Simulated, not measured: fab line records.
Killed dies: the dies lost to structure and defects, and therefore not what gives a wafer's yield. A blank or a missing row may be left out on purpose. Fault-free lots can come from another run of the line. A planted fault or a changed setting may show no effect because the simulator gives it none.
Split-lot trial :: flow n5Finfet :: on a route of 1938 steps: 7 lots, 21 wafers read

## THE SPLIT
At N5_ZERO_LAYER_DEVELOP_10 (develop time 60 s), the setting developTimeS was moved away from the recipe's 60 s on 7 of the 21 wafers read, by -17.2% to +10.8%. For the rest of the wafers, this setting stayed at what the recipe calls for.

## FROM THE SPLIT ON TO THE READING: in between, the file shows 1 step
- N5_ZERO_LAYER_HARDBAKE_23: time 120 s

## THE READING
At N5_ZERO_LAYER_CD_MEAS_11: cdNm in nanometres, against a target cd of 2000 nm. Fault-free wafers of this fab line usually give 2000.6 nm, standard deviation 1.4 nm.

wafer: L078.1
tool, chamber at the split: lithoTrack-04, 0
developTimeS as run, s: 60
against the recipe: recipe
cdNm, nm: 1997.6
against lot-mates on the recipe: -

wafer: L078.2
tool, chamber at the split: lithoTrack-04, 0
developTimeS as run, s: 53.13
against the recipe: -11.4%
cdNm, nm: 1996.2
against lot-mates on the recipe: -1.4

wafer: L078.6
tool, chamber at the split: lithoTrack-04, 0
developTimeS as run, s: 53.13
against the recipe: -11.4%
cdNm, nm: 1997.1
against lot-mates on the recipe: -0.5

wafer: L079.4
tool, chamber at the split: lithoTrack-02, 0
developTimeS as run, s: 60
against the recipe: recipe
cdNm, nm: 2002.2
against lot-mates on the recipe: -

wafer: L079.5
tool, chamber at the split: lithoTrack-02, 0
developTimeS as run, s: 60
against the recipe: recipe
cdNm, nm: 2003.0
against lot-mates on the recipe: -

wafer: L079.6
tool, chamber at the split: lithoTrack-02, 0
developTimeS as run, s: 60
against the recipe: recipe
cdNm, nm: 2001.2
against lot-mates on the recipe: -

wafer: L082.2
tool, chamber at the split: lithoTrack-05, 0
developTimeS as run, s: 60
against the recipe: recipe
cdNm, nm: 2000.0
against lot-mates on the recipe: -

wafer: L082.4
tool, chamber at the split: lithoTrack-05, 0
developTimeS as run, s: 60
against the recipe: recipe
cdNm, nm: 2002.5
against lot-mates on the recipe: -

wafer: L082.6
tool, chamber at the split: lithoTrack-05, 0
developTimeS as run, s: 60
against the recipe: recipe
cdNm, nm: 2000.2
against lot-mates on the recipe: -

wafer: L088.2
tool, chamber at the split: lithoTrack-02, 0
developTimeS as run, s: 66.49
against the recipe: +10.8%
cdNm, nm: 2002.4
against lot-mates on the recipe: +2.6

wafer: L088.5
tool, chamber at the split: lithoTrack-02, 0
developTimeS as run, s: 60
against the recipe: recipe
cdNm, nm: 1999.1
against lot-mates on the recipe: -

wafer: L088.6
tool, chamber at the split: lithoTrack-02, 0
developTimeS as run, s: 60
against the recipe: recipe
cdNm, nm: 2000.5
against lot-mates on the recipe: -

wafer: L090.2
tool, chamber at the split: lithoTrack-05, 0
developTimeS as run, s: 64.11
against the recipe: +6.9%
cdNm, nm: 2002.1
against lot-mates on the recipe: +0.5

wafer: L090.3
tool, chamber at the split: lithoTrack-05, 0
developTimeS as run, s: 60
against the recipe: recipe
cdNm, nm: 2001.7
against lot-mates on the recipe: -

wafer: L090.6
tool, chamber at the split: lithoTrack-05, 0
developTimeS as run, s: 60
against the recipe: recipe
cdNm, nm: 2001.4
against lot-mates on the recipe: -

wafer: L092.1
tool, chamber at the split: lithoTrack-05, 0
developTimeS as run, s: 50.31
against the recipe: -16.1%
cdNm, nm: 1997.4
against lot-mates on the recipe: -5.1

wafer: L092.5
tool, chamber at the split: lithoTrack-05, 0
developTimeS as run, s: 60
against the recipe: recipe
cdNm, nm: 2002.5
against lot-mates on the recipe: -

wafer: L092.6
tool, chamber at the split: lithoTrack-05, 0
developTimeS as run, s: 50.31
against the recipe: -16.1%
cdNm, nm: 1997.5
against lot-mates on the recipe: -5.0

wafer: L094.3
tool, chamber at the split: lithoTrack-05, 0
developTimeS as run, s: 49.67
against the recipe: -17.2%
cdNm, nm: 1996.3
against lot-mates on the recipe: -4.1

wafer: L094.5
tool, chamber at the split: lithoTrack-05, 0
developTimeS as run, s: 60
against the recipe: recipe
cdNm, nm: 2000.4
against lot-mates on the recipe: -

wafer: L094.6
tool, chamber at the split: lithoTrack-05, 0
developTimeS as run, s: 60
against the recipe: recipe
cdNm, nm: 2000.4
against lot-mates on the recipe: -

THE FIT
A straight line over all 21 wafers: cdNm changes by +0.243 nm for each +1% of developTimeS; r = +0.81; the points scatter about the line by 1.3 nm.
The same after taking each lot's own level away (the mean of its wafers on the recipe; 21 wafers): +0.23 nm for each +1%; r = +0.88; scatter 0.95 nm.
That fit puts the effect of the largest move of developTimeS on the reading at 4 nm.
The lots' own levels span 1997.60 to 2002.50 nm, that is 3.5 times the standard deviation above.
Consequently the slope shifts little with the lot-to-lot level, the two slopes agreeing.
Check: for one of the wafers moved furthest among these (-17.2%), held out of the fit, the line's prediction against its lot-mates is -3.94 nm. It came out at -4.1 nm against them.

## THE OTHER SPLITS THESE WAFERS WENT THROUGH
These wafers also went through other splits before the reading. Each is held against what the fit with the lots' levels taken away leaves over:
other split on the same wafers: N5_ZERO_LAYER_PECVD_02 timeS
wafers away from the commonest value: 6
r with cdNm (lot level and that fit taken away): -0.15

## THE FILE'S OWN FIT
cdNm changes by +0.228 nm for each +1% of developTimeS, r = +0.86.
